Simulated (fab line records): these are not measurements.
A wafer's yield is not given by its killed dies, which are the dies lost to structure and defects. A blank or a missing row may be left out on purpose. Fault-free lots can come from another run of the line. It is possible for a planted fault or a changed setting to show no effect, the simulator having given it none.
One fault through the eyes of 2 desks -- flow nand_harc -- numbers are kept per desk, each desk with only its own; the story behind them comes last

== THE DEFECT DESK ==
Lot by lot, what the route's inspections counted, given as the mean of those sampled wafers with a number. A lot is out of limits, marked OUT, if its mean lies more than 4 standard deviations from the usual mean; the brackets give that distance.
Columns: A = raw_defect_count at NHARC_P_M2_INSPECT_27, usual 378
lot,first seen here,A
L991,day 6 16:09,197
L993,day 7 01:49,438
L995,day 7 06:50,248
L998,day 7 21:35,420
L100,day 8 14:21,379
L101,day 8 20:03,244
L103,day 9 14:11,616
L109,day 10 16:10,316
L110,day 10 19:49,258
L111,day 11 03:05,347
L114,day 11 19:28,305
Finding of this desk: none of the 11 lots has anything out of limits.

== TOOL OWNER'S DESK, rie_diel-13 ==
The tool's own readings at NHARC_P_BONDPAD_DESCUM_11 (chemistry O2, time 3 s): means of the sampled wafers that have a number, for each lot that ran on this tool. A lot is out of limits, marked OUT, if its mean lies more than 4 standard deviations from the usual mean; the brackets give that distance.
Columns: A = drypump_motor_current_A at NHARC_P_BONDPAD_DESCUM_11, usual 5.62 A; B = oes_product_au at NHARC_P_BONDPAD_DESCUM_11, usual 1.001 a.u.; C = rf_vpp_V at NHARC_P_BONDPAD_DESCUM_11, usual 57.7 V; D = run_length_s at NHARC_P_BONDPAD_DESCUM_11, usual 23.9 s; E = showerhead_plenum_p_Torr at NHARC_P_BONDPAD_DESCUM_11, usual 1.88 Torr; F = throttle_valve_pct at NHARC_P_BONDPAD_DESCUM_11, usual 11.311 %
lot,first seen here,A,B,C,D,E,F
L991,day 6 18:01,5.58,1.007,57.5,23.8,1.87,11.314
L995,day 7 09:00,5.67,0.992,58.3,24.1,1.89,11.309
L998,day 7 23:27,5.61,1.003,58.2,24.1,1.93,11.313
L100,day 8 16:55,5.58,0.998,58.3,23.9,1.87,11.314
L101,day 8 21:54,5.38,0.995,57.8,24.2,1.94,11.321
L103,day 9 16:11,5.51,0.997,58.2,24.2,1.93,11.308
L109,day 10 18:10,5.59,1.002,56.5,25.7 (+5.7) OUT,1.87,11.317
L111,day 11 05:05,5.65,1.014,57.1,25.8 (+6.0) OUT,1.83,11.312
This desk's verdict: out of limits on L109, L111, starting with L109 at day 10 18:10 (run_length_s at NHARC_P_BONDPAD_DESCUM_11). L991, L995, L998, L100, L101, L103 stayed within limits.

== TAKEN TOGETHER ==
At day 10 18:10, on L109, L111, the tool owner's desk was in a position to raise an alarm.
Nothing the defect desk looked at was out of limits.
The defect desk has L109, L111 on record, within its limits.
NHARC_P_BONDPAD_DESCUM_11 was run on rie_diel-13 by each of the lots named.

== WHAT THE SIMULATOR HAD PUT IN ==
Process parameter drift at NHARC_P_BONDPAD_DESCUM_11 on rie_diel-13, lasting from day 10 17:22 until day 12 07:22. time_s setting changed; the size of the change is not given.
Struck lots among those shown: L109, L111.
Delay in hours, fault start to first out-of-limits reading, by desk: the tool owner's desk at 1.
